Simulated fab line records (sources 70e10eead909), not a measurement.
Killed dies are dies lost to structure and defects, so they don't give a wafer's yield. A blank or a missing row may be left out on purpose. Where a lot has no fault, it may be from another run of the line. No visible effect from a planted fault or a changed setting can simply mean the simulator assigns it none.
Comparing a struck lot with a sound one | flow nand_harc | 15 steps out of a route of 1159
Sound: these wafers, L957.1, L957.4, L957.6. Wafers struck: L972.1, L972.2, L972.3. At the end, the cause is stated.
At each step with rows: each side's tool, then ch and its chambers, then its first start. Under that, the readings that differ: sound wafers | struck wafers | difference of the means | sigmas: that difference in standard deviations of wafers without a fault.
alike: a reading whose means differ by less than 2 such deviations, as well as words and numbers matching on both sides. not compared: withheld readings; readings where some wafer has no value; bounds like >300 that might hide an equal value; numbers whose values overlap and for which the record gives no deviation.
A row with sigmas, a row that says differs or no value, or rows on one side alone: a step with any of these is where the two part. Numbers that have no deviation but don't overlap get no sigmas and don't part them. Lack of a reading on every wafer of one side parts them only where that side has two or more wafers.

first, 9 steps without rows for these wafers: NHARC_P_ZERO_WELL_STRIP_28 (strips in SPM, time 840 s); NHARC_P_ZERO_WELL_DEHYDRATE_29 (time 120 s); NHARC_P_ZERO_WELL_HMDS_30 (time 30 s); NHARC_P_ZERO_WELL_COAT_31; NHARC_P_ZERO_WELL_SOFTBAKE_32 (time 95 s); NHARC_P_ZERO_WELL_EBR_33; NHARC_P_ZERO_WELL_EXPOSE_34 (exposes mask P PWELL, target cd 720 nm); NHARC_P_ZERO_WELL_PEB_35 (peb time 85 s); NHARC_P_ZERO_WELL_DEVELOP_36 (time 70 s).
NHARC_P_ZERO_WELL_CD_MEAS_37 targets a cd of 720 nm.
  sound on cd_sem-01 ch 0, day 2 04:14; struck on cd_sem-03 ch 0, day 5 22:09
  alike: cd_nm
then, 1 step without rows for these wafers: NHARC_P_ZERO_WELL_HARDBAKE_38 (time 80 s).
NHARC_P_ZERO_WELL_DESCUM_39: chemistry O2, time 3 s.
  sound on rie_diel-07 ch 0,2,3, day 2 04:23; struck on rie_diel-10 ch 0,1,2, day 5 22:20
  alike: drypump_motor_current_A, mfc_ar_sccm, oes_product_au, rf_vpp_V, showerhead_plenum_p_Torr, throttle_valve_pct
  not compared: rf_hours_counter_h
NHARC_P_ZERO_WELL_IMPLANT_40:
  sound on implanter-01 ch 0, day 2 04:32; struck on implanter-02 ch 0, day 5 22:28
  reading            | sound                         | struck                        | difference | sigmas
  dose_ions_cm2      | 9.995e+12 9.982e+12 9.996e+12 | 7.357e+12 7.367e+12 7.371e+12 | -2.626e+12 | -99 or more
  faraday_current_uA | 125.7 129.8 127.9             | 92.9 93.9 94.1                | -34.2      | -14
next, for these wafers, 1 step has no rows: NHARC_P_ZERO_WELL_IMPLANT_59.
-- jump in the record: it breaks off in module P_ZERO_WELL and resumes in module END (first step shown: number 1159 of the route), and 18 days separate the struck wafers' starts before and after --
NHARC_END_SORT_01:
  sound on prober-02 ch 0, day 20 03:28; struck on prober-01 ch 0, day 23 18:01
  alike: killed_at_array, killed_at_other, killed_at_periphery, killed_dies, killed_open, killed_short

== WHERE THEY PART ==
Only at NHARC_P_ZERO_WELL_IMPLANT_40, as far as this record shows. Later steps at which nothing parts them and some readings are alike: NHARC_END_SORT_01.

WHY: the cause the simulator had injected
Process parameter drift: implanter-02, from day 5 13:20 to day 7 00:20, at NHARC_P_ZERO_WELL_IMPLANT_40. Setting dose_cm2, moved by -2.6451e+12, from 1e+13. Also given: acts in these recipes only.
